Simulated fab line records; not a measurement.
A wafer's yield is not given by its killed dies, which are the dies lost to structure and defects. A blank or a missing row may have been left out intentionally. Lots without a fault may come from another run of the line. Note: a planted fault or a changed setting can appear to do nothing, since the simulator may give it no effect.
Matching of chambers + flow nand harc + ald hk-02 running NHARC_A_CHANNEL_FILL_D1_ALD_02: 4 sister chambers
The step deposits SiO2, target thk 6 nm, pulse time 10 s, ald cycles 60. 4 wafers are shown with their chamber, then 7 later ones without.

EACH WAFER AND ITS CHAMBER
| wafer  | chamber | heater power w (W) |
|--------|---------|--------------------|
| L123.3 | 1       | 498                |
| L123.5 | 2       | 476                |
| L126.5 | 3       | 513                |
| L126.6 | 0       | 528                |

WAFERS MISSING THEIR CHAMBER
| wafer  | heater power w (W) |
|--------|--------------------|
| L125.1 | 481                |
| L125.2 | 533                |
| L125.4 | 516                |
| L130.1 | 487                |
| L130.6 | 539                |
| L133.2 | 482                |
| L133.4 | 494                |

WHICH CHAMBER EACH WENT THROUGH
| wafer  | from the rows above     | in truth |
|--------|-------------------------|----------|
| L125.1 | can't be placed: 2 or 1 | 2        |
| L125.2 | 0                       | 0        |
| L125.4 | can't be placed: 3 or 0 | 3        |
| L130.1 | can't be placed: 1 or 2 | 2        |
| L130.6 | 0                       | 0        |
| L133.2 | can't be placed: 2 or 1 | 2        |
| L133.4 | can't be placed: 1 or 2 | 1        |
Correctly placed: 2 of 7. Unplaceable from these rows: 5, with the true chamber sitting among the candidates in 5. Placed wrongly: 0.
How it was worked out, from the rows above alone: a wafer's distance from a chamber is the root of the sum, over the readings, of the square of ((its reading less the chamber's mean) divided by the reading's scatter). If the next closest chamber is less than 2 further off than the closest, the wafer can't be placed; otherwise it belongs to the closest. A chamber's mean is the mean of its shown wafers. The scatter: with one shown wafer a chamber, the root of the mean of the squares of how far each hidden wafer lies from its nearest shown one.
